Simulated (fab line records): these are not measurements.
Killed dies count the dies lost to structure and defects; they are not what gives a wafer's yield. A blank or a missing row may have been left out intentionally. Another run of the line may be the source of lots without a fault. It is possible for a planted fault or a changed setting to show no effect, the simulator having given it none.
Comparing a struck lot with a sound one + flow n5 finfet + 20 out of 1938 route steps
Sound: wafers L743.1, L743.2, L743.6. Wafers struck: L752.1, L752.3, L752.4. The cause comes at the end.
For every step that has rows: the tool of each side, followed by ch and its chambers, followed by its first start. Under that, the readings that differ: sound wafers + struck wafers + difference of the means + sigmas: that difference in standard deviations of wafers without a fault.
alike: words and numbers the same on both sides, and readings whose means are apart by under 2 such deviations; not compared: readings that were withheld, readings missing a value for some wafer, numbers with overlapping values and no deviation given by the record, and bounds like >300 which may hide the same value.
A row with sigmas, a row that says differs or no value, or rows on one side alone: a step with any of these is where the two part. Non-overlapping numbers with no deviation appear without sigmas and do not part them. Lack of a reading on every wafer of one side parts them only where that side has two or more wafers.

first, 8 steps without rows for these wafers: N5_BEOL_M14_SPUTTER_45 (material Cu, target thk 100 nm, time 16.67 s); N5_BEOL_M14_ECD_47 (material Cu, target thk 1248 nm); N5_BEOL_M14_ANNEAL_48 (time 90 s); N5_BEOL_M14_CMP_49 (polishes, stops on SiO2, t overpolish 5.2 s, target thk 560 nm); N5_BEOL_M14_PRE_CLEAN_52 (time 15 s); N5_BEOL_M14_DEP_53 (deposits SiCN from 3MS/NH3, target thk 50 nm, time 17.8 s); N5_BEOL_M15_ILD_DEP_00 (deposits SiO2 from TEOS/O2, target thk 1629.3 nm, time 346.1 s); N5_BEOL_M15_COAT_58 (time 60 s, resist thk 89 nm).
N5_BEOL_M15_COAT_04: resist thk 800 nm.
  sound on litho track-02 ch 0, day 13 21:32; struck on litho track-02 ch 0, day 16 14:23
| reading                                    | sound                | struck               | difference | sigmas      |
|--------------------------------------------|----------------------|----------------------|------------|-------------|
| spin speed rpm (rpm)                       | 1703.4 1703.2 1704.5 | 1843.3 1845.1 1846.2 | +141.2     | +99 or more |
| model.coat_of_BEOL_M15_COAT_04.thk nm (nm) | 803.2 802.2 802.8    | 772.6 772.4 773      | -30.1      |             |
then, 8 steps without rows for these wafers: N5_BEOL_M15_EBR_06; N5_BEOL_M15_SOFTBAKE_05 (time 60 s); N5_BEOL_M15_EXPOSE_07 (exposes mask V14); N5_BEOL_M15_PEB_08 (peb time 90 s); N5_BEOL_M15_DEVELOP_09 (develop time 45 s); N5_BEOL_M15_HARDBAKE_14 (time 120 s); N5_BEOL_M15_DESCUM_15 (chemistry O2, time 7.9 s); N5_BEOL_M15_ETCH_59 (etches BARC in N2/H2, target depth 89 nm, overetch 26.7 nm, time 67.9 s).
N5_BEOL_M15_VIA_ETCH_16: etches SiO2 in C4F8/O2/Ar, target depth 1792.2 nm.
  sound on rie diel-05 ch 1,2, day 13 21:59; struck on rie diel-04 ch 1,2,3, day 16 14:57
| reading                                    | sound           | struck            | difference | sigmas |
|--------------------------------------------|-----------------|-------------------|------------|--------|
| showerhead plenum p Torr (Torr)            | 3.30 3.36 3.36  | 3.62 3.51 3.53    | +0.21      | +2     |
| model.coat_of_BEOL_M15_COAT_04.thk nm (nm) | 335 328.4 318.4 | 301.6 311.4 298.4 | -23.5      |        |
  alike: chamber pressure mTorr, drypump motor current A, he outer torr, oes_f_703_au, oes product au, rf vpp V, throttle valve pct
then, 1 step without rows for these wafers: N5_BEOL_M15_STRIP_63 (strips in O2).
N5_PASSIVATION_PROBE_49:
  the record has rows for the struck wafers here (prober-01, day 17 09:12) and none for the sound ones

== WHERE THEY PART ==
First at N5_BEOL_M15_COAT_04; last, within this record, at N5_PASSIVATION_PROBE_49.

WHY: what the simulator had put in
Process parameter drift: litho track-02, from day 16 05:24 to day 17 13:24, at N5_BEOL_M15_COAT_04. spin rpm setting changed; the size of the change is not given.
